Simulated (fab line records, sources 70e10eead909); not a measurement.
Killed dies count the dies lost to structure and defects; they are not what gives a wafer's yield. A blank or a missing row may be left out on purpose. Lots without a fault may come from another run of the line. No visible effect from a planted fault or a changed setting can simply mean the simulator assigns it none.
fab line records + flow nand-harc
record
- lots=12
- wafers=36
- last-day=33
route steps=1302 shown A_BONDPAD@1202 END@1302
lots untouched by any fault: they come from a run of this same line in which no faults occurred
start-h: the number of hours between the record's first day and the start of the first shown wafer of the lot + wait-h: hours since the lot's step before + " unchanged from the row above + L1.1+2: a single row standing in for several wafers + - no value, or no start given + * or withheld: withheld + < > ~ a bound
route shown NAME@n: a module of which the file shows steps, and the number in the route of the first + usual: mean/standard deviation taken from wafers without a fault + same: alike in all rows + chamber/n: place in a boat + sites: each site's reading + _std_site: the values' standard deviation + _edge_site: inner sites' mean taken away from outer sites' mean + radius-mm: how far each site lies from the wafer's centre + mask NAME#n: copy n + behind: the most recent tool/chamber to have shaped the wafer + hold: cause of the lot's hold/its duration in hours/its outcome + device: whichever transistor did not switch (one of n, p or np) + end of line: tests of these same wafers at the route's end + for a step that has no rows: nothing shown but its recipe + killed: dies that structure and defects cost at the first sort, which is not the same as the wafer's yield + map: per-die view of a wafer (x killed, . not killed, _ where there is no die)
set.NAME: the setting the step ran with; set.NAME@STEP: the setting that earlier step ran with + model.NAME: the simulator's own value behind a step, which no gauge read
steps of the route over a sample of lots; a table a step, a row a wafer
services: the hour from which a tool's chamber was out of use, counted from the record's first day as start-h (under 0 if before that day), plus the number of hours and why
## steps
# step NHARC_A_BONDPAD_DEP_00
# recipe
- target-thk-a=2500
- temp-c=370
- target-thk-nm=250
- pressure-torr=3
- flow-sccm=200
- rf-w=450
- material=SiCN
# usual
- heater-power-outer-w=320/45
- heater-power-w=563/70
| lot.wafer | tool     | chamber | start-h | wait-h | heater-power-outer-w | heater-power-w |
|-----------|----------|---------|---------|--------|----------------------|----------------|
| L709.3    | pecvd-04 | 0       | 539.56  | -      | 352                  | 610            |
| L709.5    | "        | 1       | "       | "      | 420                  | 698            |
| L709.4    | "        | 2       | "       | "      | 332                  | 638            |
| L710.1    | pecvd-03 | 0       | -       | -      | 313                  | 552            |
| L710.3    | "        | 1       | "       | "      | 280                  | 509            |
| L710.5    | "        | 0       | "       | "      | 317                  | 564            |
| L713.2    | pecvd-04 | 0       | 561.57  | -      | 345                  | 618            |
| L713.1    | "        | 1       | "       | "      | 312                  | 573            |
| L713.5    | "        | 1       | "       | "      | 341                  | 568            |
| L715.6    | pecvd-04 | 0       | 586.46  | -      | 325                  | 576            |
| L715.5    | "        | 1       | "       | "      | 314                  | 574            |
| L715.4    | "        | 2       | "       | "      | 359                  | 684            |
| L714.3    | pecvd-04 | 1       | 587.31  | -      | 398                  | 677            |
| L714.1    | "        | 2       | "       | "      | 308                  | 633            |
| L714.5    | "        | 0       | "       | "      | 348                  | 584            |
| L718.1    | pecvd-04 | 2       | 614.19  | -      | 350                  | 670            |
| L718.3    | "        | 0       | "       | "      | 280                  | 499            |
| L718.6    | "        | 1       | "       | "      | 343                  | 604            |
| L716.2    | pecvd-03 | 0       | 632.17  | -      | 319                  | 534            |
| L716.4    | "        | 2       | "       | "      | 256                  | 446            |
| L716.5    | "        | 0       | "       | "      | 329                  | 552            |
| L720.6    | pecvd-03 | 1       | 641.40  | -      | 280                  | 501            |
| L720.5    | "        | 2       | "       | "      | 310                  | 519            |
| L720.4    | "        | 0       | "       | "      | 323                  | 538            |
| L722.1    | pecvd-03 | 1       | 659.21  | -      | 274                  | 502            |
| L722.2    | "        | 0       | "       | "      | 333                  | 580            |
| L722.6    | "        | 2       | "       | "      | 321                  | 537            |
| L721.2    | pecvd-03 | 0       | 662.24  | -      | 365                  | 592            |
| L721.1    | "        | 1       | "       | "      | 234                  | 452            |
| L721.5    | "        | 1       | "       | "      | 233                  | 454            |
| L731.2    | pecvd-04 | 1       | 753.64  | -      | 386                  | 669            |
| L731.1    | "        | 0       | "       | "      | 325                  | 566            |
| L731.5    | "        | 1       | "       | "      | 389                  | 686            |
| L732.3    | pecvd-02 | 2       | 757.53  | -      | 267                  | 447            |
| L732.1    | "        | 1       | "       | "      | 299                  | 551            |
| L732.4    | "        | 1       | "       | "      | 311                  | 572            |
# step NHARC_A_BONDPAD_ETCH_12
# recipe
- target-depth-a=2200
- time-s=110
- chf3-flow-sccm=50
- o2-flow-sccm=10
- ar-flow-sccm=200
- rf-w=500
- bias-w=200
- chemistry=CHF3/O2
# usual
- drypump-motor-current-A=5.8/0.42
- o2-flow-sccm=10.001/0.029
- oes-product-au=0.950/0.02
- rf-vpp-V=369.1/1.6
- showerhead-plenum-p-Torr=2.33/0.055
- throttle-valve-pct=20.572/0.0095
| lot.wafer | tool        | chamber | start-h | wait-h | drypump-motor-current-A | o2-flow-sccm | oes-product-au | rf-hours-counter-h | rf-vpp-V | showerhead-plenum-p-Torr | throttle-valve-pct |
|-----------|-------------|---------|---------|--------|-------------------------|--------------|----------------|--------------------|----------|--------------------------|--------------------|
| L709.3    | rie-diel-10 | 2       | -       | -      | 5.6                     | 9.974        | 0.967          | 4                  | 370.5    | 2.34                     | 20.573             |
| L709.5    | "           | 0       | "       | "      | 6.5                     | 9.950        | 0.940          | -                  | 370.6    | 2.43                     | 20.576             |
| L709.4    | "           | 2       | "       | "      | 5.6                     | 9.994        | 0.967          | -                  | 368.4    | 2.34                     | 20.564             |
| L710.1    | rie-diel-10 | 0       | -       | -      | 6.4                     | 10.007       | 0.955          | 5                  | 372.1    | 2.43                     | 20.572             |
| L710.3    | "           | 1       | "       | "      | 5.9                     | 9.994        | 0.949          | 4                  | 368.5    | 2.33                     | 20.564             |
| L710.5    | "           | 2       | "       | "      | 5.6                     | 10.032       | 0.970          | -                  | 369.5    | 2.34                     | 20.578             |
| L713.2    | rie-diel-08 | 2       | -       | -      | 6.2                     | 10.019       | 0.950          | 0                  | 369.7    | 2.34                     | 20.574             |
| L713.1    | "           | 3       | "       | "      | 5.9                     | 10.045       | 0.964          | 0                  | 369.9    | 2.32                     | 20.582             |
| L713.5    | "           | 1       | "       | "      | 5.7                     | 9.963        | 0.983          | -                  | 370.0    | 2.37                     | 20.576             |
| L715.4    | rie-diel-10 | 0       | -       | -      | 6.5                     | 9.941        | 0.964          | 5                  | 372.0    | 2.43                     | 20.568             |
| L715.6    | "           | 0       | "       | "      | 6.5                     | 9.973        | 0.965          | -                  | 372.0    | 2.43                     | 20.559             |
| L715.5    | "           | 1       | "       | "      | 5.9                     | 10.042       | 0.952          | -                  | 369.3    | 2.33                     | 20.565             |
| L714.3    | rie-diel-10 | 3       | -       | -      | 5.2                     | 10.019       | 0.959          | 2                  | 367.9    | 2.24                     | 20.580             |
| L714.1    | "           | 0       | "       | "      | 6.5                     | 10.020       | 0.900          | 5                  | 370.8    | 2.43                     | 20.573             |
| L714.5    | "           | 2       | "       | "      | 5.6                     | 9.984        | 0.920          | -                  | 369.7    | 2.34                     | 20.566             |
| L718.3    | rie-diel-10 | 1       | -       | -      | 5.9                     | 9.966        | 0.974          | 0                  | 369.3    | 2.33                     | 20.577             |
| L718.1    | "           | 2       | "       | "      | 5.6                     | 10.055       | 0.974          | 0                  | 369.2    | 2.34                     | 20.564             |
| L718.6    | "           | 2       | "       | "      | 5.6                     | 10.042       | 0.978          | -                  | 368.1    | 2.34                     | 20.574             |
| L716.2    | rie-diel-10 | 1       | -       | -      | 5.9                     | 10.033       | 0.952          | 1                  | 369.3    | 2.32                     | 20.580             |
| L716.4    | "           | 0       | "       | "      | 6.5                     | 10.019       | 0.935          | 1                  | 372.0    | 2.43                     | 20.580             |
| L716.5    | "           | 1       | "       | "      | 5.9                     | 10.047       | 0.947          | -                  | 368.1    | 2.32                     | 20.563             |
| L720.4    | rie-diel-10 | 2       | -       | -      | 5.6                     | 10.024       | 0.962          | 1                  | 369.3    | 2.34                     | 20.574             |
| L720.5    | "           | 0       | "       | "      | 6.5                     | 10.029       | 0.976          | -                  | 373.5    | 2.43                     | 20.567             |
| L720.6    | "           | 1       | "       | "      | 5.9                     | 10.001       | 0.970          | -                  | 368.7    | 2.32                     | 20.558             |
| L722.2    | rie-diel-10 | 3       | -       | -      | 5.2                     | 9.953        | 0.952          | 2                  | 367.6    | 2.24                     | 20.562             |
| L722.1    | "           | 0       | "       | "      | 6.5                     | 9.986        | 0.951          | 2                  | 371.9    | 2.43                     | 20.571             |
| L722.6    | "           | 0       | "       | "      | 6.5                     | 9.937        | 0.939          | -                  | 371.0    | 2.43                     | 20.569             |
| L721.1    | rie-diel-13 | 0       | -       | -      | 5.2                     | 9.987        | 0.933          | 21                 | 368.0    | 2.27                     | 20.556             |
| L721.2    | "           | 2       | "       | "      | 6.2                     | 10.010       | 0.945          | 22                 | 367.3    | 2.26                     | 20.577             |
| L721.5    | "           | 0       | "       | "      | 5.2                     | 9.981        | 0.935          | -                  | 367.5    | 2.27                     | 20.564             |
| L731.2    | rie-diel-08 | 2       | -       | -      | 6.2                     | 9.988        | 0.963          | 4                  | 368.8    | 2.32                     | 20.549             |
| L731.1    | "           | 1       | "       | "      | 5.6                     | 10.041       | 0.943          | 5                  | 369.3    | 2.35                     | 20.575             |
| L731.5    | "           | 3       | "       | "      | 5.9                     | 10.012       | 0.966          | -                  | 367.8    | 2.30                     | 20.582             |
| L732.3    | rie-diel-08 | 3       | -       | -      | 5.9                     | 10.008       | 0.957          | 4                  | 367.2    | 2.30                     | 20.572             |
| L732.4    | "           | 1       | "       | "      | 5.6                     | 10.026       | 0.971          | 5                  | 368.8    | 2.35                     | 20.585             |
| L732.1    | "           | 2       | "       | "      | 6.2                     | 10.040       | 0.973          | 4                  | 368.3    | 2.32                     | 20.567             |
# step NHARC_A_BONDPAD_CD_MEAS_13
# usual
- cd-nm=499.1/2
| lot.wafer | tool      | chamber | start-h | wait-h | cd-nm |
|-----------|-----------|---------|---------|--------|-------|
| L709.3    | cd-sem-02 | -       | 541.36  | -      | 497.4 |
| L709.4    | "         | -       | "       | "      | 497.8 |
| L709.5    | "         | -       | "       | "      | 500.8 |
| L710.1    | cd-sem-03 | -       | 545.86  | -      | 502.5 |
| L710.3    | "         | -       | "       | "      | 499.4 |
| L710.5    | "         | -       | "       | "      | 501.7 |
| L713.1    | cd-sem-03 | -       | 563.20  | -      | 497.2 |
| L713.2    | "         | -       | "       | "      | 499.4 |
| L713.5    | "         | -       | "       | "      | 501.1 |
| L715.4    | cd-sem-02 | -       | 587.96  | -      | 497.5 |
| L715.5    | "         | -       | "       | "      | 501.5 |
| L715.6    | "         | -       | "       | "      | 500.8 |
| L714.1    | cd-sem-02 | -       | 589.06  | -      | 496.9 |
| L714.3    | "         | -       | "       | "      | 501.6 |
| L714.5    | "         | -       | "       | "      | 495.6 |
| L718.1    | cd-sem-03 | -       | 615.82  | -      | 500.3 |
| L718.3    | "         | -       | "       | "      | 498.3 |
| L718.6    | "         | -       | "       | "      | 498.2 |
| L716.2    | cd-sem-02 | -       | 633.77  | -      | 500.4 |
| L716.4    | "         | -       | "       | "      | 498.9 |
| L716.5    | "         | -       | "       | "      | 500.7 |
| L720.4    | cd-sem-03 | -       | 642.89  | -      | 496.4 |
| L720.5    | "         | -       | "       | "      | 495.9 |
| L720.6    | "         | -       | "       | "      | 500.0 |
| L722.1    | cd-sem-03 | -       | 660.97  | -      | 495.1 |
| L722.2    | "         | -       | "       | "      | 498.8 |
| L722.6    | "         | -       | "       | "      | 497.2 |
| L721.1    | cd-sem-01 | -       | 663.83  | -      | 499.8 |
| L721.2    | "         | -       | "       | "      | 494.5 |
| L721.5    | "         | -       | "       | "      | 499.9 |
| L731.1    | cd-sem-01 | -       | 755.26  | -      | 498.9 |
| L731.2    | "         | -       | "       | "      | 497.5 |
| L731.5    | "         | -       | "       | "      | 501.4 |
| L732.1    | cd-sem-01 | -       | 759.27  | -      | 495.3 |
| L732.3    | "         | -       | "       | "      | 498.6 |
| L732.4    | "         | -       | "       | "      | 498.4 |
# step NHARC_A_BONDPAD_STRIP_15
# recipe
- o2-flow-sccm=500
- ar-flow-sccm=0
- bias-w=0
- chemistry=O2
# usual
- chamber-pressure-mTorr=60.00/0.063
- drypump-motor-current-A=5.7/0.45
- o2-flow-sccm=500.1/1.4
- oes-product-au=0.999/0.011
- rf-vpp-V=57.5/0.89
- showerhead-plenum-p-Torr=3.42/0.084
- throttle-valve-pct=17.036/0.009
| lot.wafer | tool        | chamber | start-h | wait-h | chamber-pressure-mTorr | drypump-motor-current-A | o2-flow-sccm | oes-product-au | rf-hours-counter-h | rf-vpp-V | showerhead-plenum-p-Torr | throttle-valve-pct |
|-----------|-------------|---------|---------|--------|------------------------|-------------------------|--------------|----------------|--------------------|----------|--------------------------|--------------------|
| L709.4    | rie-diel-08 | 2       | 541.43  | 0.1    | 60.04                  | 6.3                     | 502.1        | 0.985          | 37                 | 58.4     | 3.44                     | 17.030             |
| L709.3    | "           | 1       | "       | "      | 59.96                  | 5.6                     | 501.2        | 1.000          | 40                 | 58.0     | 3.49                     | 17.048             |
| L709.5    | "           | 2       | "       | "      | 59.88                  | 6.2                     | 500.9        | 0.985          | -                  | 57.4     | 3.44                     | 17.037             |
| L710.3    | rie-diel-13 | 2       | 545.94  | 0.1    | 60.01                  | 6.2                     | 499.2        | 1.004          | 3                  | 59.2     | 3.33                     | 17.022             |
| L710.1    | "           | 0       | "       | "      | 60.02                  | 5.2                     | 501.5        | 0.994          | 3                  | 57.9     | 3.35                     | 17.029             |
| L710.5    | "           | 2       | "       | "      | 60.06                  | 6.2                     | 500.4        | 1.008          | -                  | 58.1     | 3.33                     | 17.035             |
| L713.1    | rie-diel-13 | 0       | 563.27  | 0.1    | 60.00                  | 5.2                     | 499.8        | 0.994          | 5                  | 57.1     | 3.34                     | 17.047             |
| L713.2    | "           | 2       | "       | "      | 60.01                  | 6.2                     | 498.3        | 1.022          | 5                  | 56.1     | 3.33                     | 17.035             |
| L713.5    | "           | 0       | "       | "      | 60.02                  | 5.2                     | 500.3        | 0.997          | -                  | 57.6     | 3.34                     | 17.029             |
| L715.4    | rie-diel-13 | 3       | 588.03  | 0.1    | 60.10                  | 5.4                     | 501.1        | 1.010          | 8                  | 56.9     | 3.46                     | 17.027             |
| L715.6    | "           | 3       | "       | "      | 59.69                  | 5.4                     | 502.0        | 1.026          | -                  | 57.7     | 3.46                     | 17.031             |
| L715.5    | "           | 0       | "       | "      | 60.08                  | 5.2                     | 502.0        | 0.995          | -                  | 57.3     | 3.34                     | 17.019             |
| L714.1    | rie-diel-13 | 1       | 589.15  | 0.1    | 60.00                  | 5.2                     | 502.2        | 1.008          | 6                  | 57.1     | 3.50                     | 17.042             |
| L714.3    | "           | 2       | "       | "      | 60.00                  | 6.2                     | 499.3        | 1.023          | 7                  | 58.7     | 3.33                     | 17.037             |
| L714.5    | "           | 0       | "       | "      | 59.91                  | 5.2                     | 500.8        | 0.979          | -                  | 57.5     | 3.34                     | 17.021             |
| L718.3    | rie-diel-10 | 1       | 615.94  | 0.1    | 59.99                  | 5.9                     | 499.3        | 0.992          | 0                  | 56.4     | 3.42                     | 17.040             |
| L718.1    | "           | 2       | "       | "      | 60.07                  | 5.6                     | 498.7        | 0.981          | 0                  | 58.9     | 3.44                     | 17.042             |
| L718.6    | "           | 3       | "       | "      | 59.95                  | 5.2                     | 500.7        | 1.010          | -                  | 55.7     | 3.30                     | 17.039             |
| L716.4    | rie-diel-10 | 2       | 633.87  | 0.1    | 59.98                  | 5.6                     | 499.5        | 0.993          | 1                  | 57.1     | 3.44                     | 17.051             |
| L716.2    | "           | 3       | "       | "      | 60.09                  | 5.3                     | 502.0        | 1.001          | 1                  | 58.1     | 3.30                     | 17.033             |
| L716.5    | "           | 0       | "       | "      | 60.06                  | 6.4                     | 498.7        | 0.995          | -                  | 58.5     | 3.57                     | 17.026             |
| L720.4    | rie-diel-13 | 0       | 642.99  | 0.1    | 60.02                  | 5.2                     | 497.9        | 0.989          | 17                 | 56.4     | 3.34                     | 17.038             |
| L720.5    | "           | 2       | "       | "      | 59.90                  | 6.3                     | 501.5        | 1.020          | -                  | 56.6     | 3.32                     | 17.040             |
| L720.6    | "           | 3       | "       | "      | 60.03                  | 5.4                     | 501.2        | 0.991          | -                  | 56.4     | 3.46                     | 17.042             |
| L722.1    | rie-diel-10 | 3       | 661.06  | 0.1    | 60.06                  | 5.2                     | 501.3        | 0.995          | 2                  | 57.5     | 3.30                     | 17.044             |
| L722.2    | "           | 0       | "       | "      | 60.03                  | 6.5                     | 502.1        | 0.990          | 2                  | 57.3     | 3.57                     | 17.033             |
| L722.6    | "           | 2       | "       | "      | 60.06                  | 5.6                     | 499.6        | 1.000          | -                  | 56.9     | 3.44                     | 17.033             |
| L721.2    | rie-diel-10 | 0       | 663.92  | 0.1    | 60.00                  | 6.5                     | 500.1        | 0.989          | 3                  | 58.7     | 3.57                     | 17.044             |
| L721.1    | "           | 2       | "       | "      | 47.57                  | 5.6                     | 503.0        | 1.003          | 2                  | 57.8     | 3.44                     | 17.034             |
| L721.5    | "           | 3       | "       | "      | 60.07                  | 5.2                     | 501.6        | 0.992          | -                  | 57.5     | 3.30                     | 17.041             |
| L731.1    | rie-diel-08 | 3       | 755.33  | 0.1    | 59.93                  | 5.9                     | 502.8        | 0.995          | 4                  | 57.6     | 3.38                     | 17.029             |
| L731.2    | "           | 1       | "       | "      | 60.04                  | 5.6                     | 499.7        | 0.997          | 5                  | 58.2     | 3.45                     | 17.031             |
| L731.5    | "           | 0       | "       | "      | 60.00                  | 5.5                     | 498.5        | 0.985          | -                  | 56.6     | 3.45                     | 17.040             |
| L732.4    | rie-diel-13 | 1       | 759.35  | 0.1    | 59.95                  | 5.2                     | 499.4        | 1.013          | 8                  | 58.0     | 3.49                     | 17.047             |
| L732.3    | "           | 2       | "       | "      | 59.98                  | 6.2                     | 499.6        | 1.005          | 9                  | 57.9     | 3.31                     | 17.016             |
| L732.1    | "           | 0       | "       | "      | 60.01                  | 5.2                     | 501.2        | 1.002          | 8                  | 57.1     | 3.33                     | 17.050             |
# step NHARC_END_SORT_01
# recipe
- temp-c=25
# usual
- defect-limited-yield=90.5/2.8
- killed-at-array=59/19
- killed-at-other=1.0/1.1
- killed-at-periphery=3.8/2.4
- killed-dies=64/19
- killed-open=3.3/2
- killed-short=2.4/1.6
# same
- gross-dies=677
| lot.wafer | tool      | chamber | start-h | wait-h | defect-limited-yield[%] | killed-at-array | killed-at-other | killed-at-periphery | killed-dies | killed-open | killed-short |
|-----------|-----------|---------|---------|--------|-------------------------|-----------------|-----------------|---------------------|-------------|-------------|--------------|
| L710.1    | prober-01 | 0       | 579.16  | 2.5    | 90.1                    | 63              | 2               | 2                   | 67          | 3           | 2            |
| L710.3    | prober-01 | 0       | 580.74  | 3.1    | 90.4                    | 60              | 3               | 2                   | 65          | 6           | 2            |
| L710.5    | prober-01 | 0       | 582.32  | 3.7    | 90.7                    | 59              | 0               | 4                   | 63          | 1           | 5            |
| L715.4    | prober-02 | 0       | 621.47  | 3.4    | 87.7                    | 78              | 1               | 4                   | 83          | 3           | 3            |
| L715.5    | prober-02 | 0       | 622.27  | 3.7    | 89.4                    | 67              | 2               | 3                   | 72          | 2           | 1            |
| L715.6    | prober-02 | 0       | 623.06  | 4.0    | 87.9                    | 77              | 1               | 4                   | 82          | 5           | 0            |
| L721.1    | prober-02 | 0       | 693.15  | 2.5    | 83.0                    | 112             | 1               | 2                   | 115         | 2           | 4            |
| L721.2    | prober-02 | 0       | 693.96  | 2.8    | 86.4                    | 83              | 1               | 8                   | 92          | 6           | 5            |
| L721.5    | prober-02 | 0       | 696.37  | 3.7    | 88.5                    | 68              | 3               | 7                   | 78          | 5           | 3            |
# killed by level:class
L710.1 A_CHANNEL_HOLE_D2:chamber-film-flake=33 A_SLIT:chamber-film-flake=18 A_CONTACT:chamber-film-flake=3 A_M1:chamber-film-flake=2 THIN_TSV:chamber-film-flake=2 P_GATE:geometric-particle:short=1 P_M0:geometric-particle:open=1 A_CHANNEL_HOLE_D1:geometric-particle:short=1
L710.3 A_CHANNEL_HOLE_D2:chamber-film-flake=27 A_SLIT:chamber-film-flake=15 A_CHANNEL_HOLE_D1:chamber-film-flake=4 THIN_TSV:chamber-film-flake=3 A_CHANNEL_FILL_D1:geometric-particle:open=2 A_DECK1_JOINT:chamber-film-flake=2 A_CONTACT:chamber-film-flake=2 A_M1:chamber-film-flake=2
L710.5 A_CHANNEL_HOLE_D2:chamber-film-flake=30 A_SLIT:chamber-film-flake=19 A_CHANNEL_FILL_D2:geometric-particle:short=2 P_GATE:chamber-film-flake=2 A_M1:chamber-film-flake=2 A_CHANNEL_FILL_D1:geometric-particle:open=1 A_CHANNEL_FILL_D1:geometric-particle:short=1 A_DECK1_JOINT:geometric-particle:short=1
L715.4 A_SLIT:chamber-film-flake=28 A_CHANNEL_HOLE_D1:chamber-film-flake=27 A_CHANNEL_HOLE_D2:chamber-film-flake=12 A_CONTACT:chamber-film-flake=6 P_STI:geometric-particle:short=1 P_CONTACT:geometric-particle:open=1 A_CHANNEL_FILL_D1:geometric-particle:short=1 A_CHANNEL_FILL_D1:geometric-particle:open=1
L715.5 A_CHANNEL_HOLE_D1:chamber-film-flake=28 A_SLIT:chamber-film-flake=26 A_CHANNEL_HOLE_D2:chamber-film-flake=7 THIN_TSV:chamber-film-flake=2 P_CONTACT:geometric-particle:open=1 A_ONON_D2:geometric-particle:short=1 A_CHANNEL_FILL_D2:geometric-particle:open=1 P_M0:chamber-film-flake=1
L715.6 A_CHANNEL_HOLE_D1:chamber-film-flake=32 A_SLIT:chamber-film-flake=31 A_CHANNEL_HOLE_D2:chamber-film-flake=7 A_CONTACT:chamber-film-flake=3 A_M0:geometric-particle:open=2 P_BONDPAD:chamber-film-flake=2 P_GATE:geometric-particle:open=1 A_ONON_D1:geometric-particle:open=1
L721.1 A_SLIT:chamber-film-flake=40 A_CHANNEL_HOLE_D1:chamber-film-flake=38 A_CHANNEL_HOLE_D2:chamber-film-flake=22 A_CONTACT:chamber-film-flake=3 A_ONON_D1:geometric-particle:short=1 A_ONON_D2:geometric-particle:open=1 A_CHANNEL_FILL_D2:geometric-particle:short=1 A_BLC:geometric-particle:short=1
L721.2 A_CHANNEL_HOLE_D1:chamber-film-flake=33 A_SLIT:chamber-film-flake=27 A_CHANNEL_HOLE_D2:chamber-film-flake=7 P_STI:chamber-film-flake=3 P_CONTACT:chamber-film-flake=3 A_ONON_D2:geometric-particle:short=2 A_CHANNEL_FILL_D2:geometric-particle:short=2 A_ZERO_WELL:chamber-film-flake=2
L721.5 A_CHANNEL_HOLE_D1:chamber-film-flake=26 A_SLIT:chamber-film-flake=20 A_CHANNEL_HOLE_D2:chamber-film-flake=6 A_CONTACT:chamber-film-flake=6 THIN_TSV:chamber-film-flake=3 A_ONON_D1:geometric-particle:open=2 P_ZERO_WELL:chamber-film-flake=2 P_CONTACT:geometric-particle:open=1
## services
| tool        | chamber | start-h | hours | kind   |
|-------------|---------|---------|-------|--------|
| rie-diel-13 | -       | 519.60  | 9.0   | pm     |
| rie-diel-10 | 0       | 526.50  | -     | clean  |
| rie-diel-10 | 1       | 526.50  | -     | clean  |
| rie-diel-08 | 2       | 527.73  | 2.6   | repair |
| pecvd-03    | -       | 536.67  | 0.9   | repair |
| pecvd-03    | -       | 539.12  | 0.2   | repair |
| pecvd-03    | -       | 547.41  | 13.0  | pm     |
| rie-diel-08 | -       | 553.42  | 9.0   | pm     |
| pecvd-02    | -       | 557.37  | 0.8   | repair |
| pecvd-02    | -       | 559.03  | 27.6  | repair |
| rie-diel-13 | 1       | 576.90  | 4.4   | repair |
| pecvd-02    | -       | 589.63  | 13.0  | pm     |
| rie-diel-10 | -       | 596.50  | 9.0   | pm     |
| pecvd-04    | -       | 631.04  | 13.0  | pm     |
| rie-diel-08 | 0       | 676.51  | 5.7   | repair |
| rie-diel-13 | -       | 696.60  | 9.0   | pm     |
| pecvd-04    | -       | 712.32  | 1.8   | repair |
| pecvd-02    | 0       | 717.00  | 5.1   | repair |
| pecvd-03    | -       | 728.41  | 13.0  | pm     |
| rie-diel-08 | -       | 731.25  | 9.0   | pm     |
| rie-diel-10 | 0       | 735.03  | 4.4   | repair |
| pecvd-04    | 2       | 741.82  | 4.1   | repair |
| rie-diel-10 | 2       | 752.31  | 6.6   | repair |
| pecvd-04    | -       | 754.57  | 0.5   | repair |
## key
first-sign
- step=NHARC_A_BONDPAD_STRIP_15
- reading=chamber-pressure-mTorr
- direction=down
- sigmas=99+
- usual=60.00
- struck=47.57
effect none on later readings
met-at NHARC_A_BONDPAD_STRIP_15
struck-lots L721
struck-wafers L721.1
not-acting-at NHARC_A_BONDPAD_DEP_00,NHARC_A_BONDPAD_ETCH_12,NHARC_A_BONDPAD_CD_MEAS_13
onset-between 661.06 663.92
fault
- kind=process-parameter-drift
- tool=rie-diel-10
- chamber=2
- onset-h=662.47
- steps=NHARC_A_BONDPAD_STRIP_15
- channel=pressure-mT
- offset=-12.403
- shape=step
- end-h=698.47
- acts-in=these-recipes-only
- stated=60
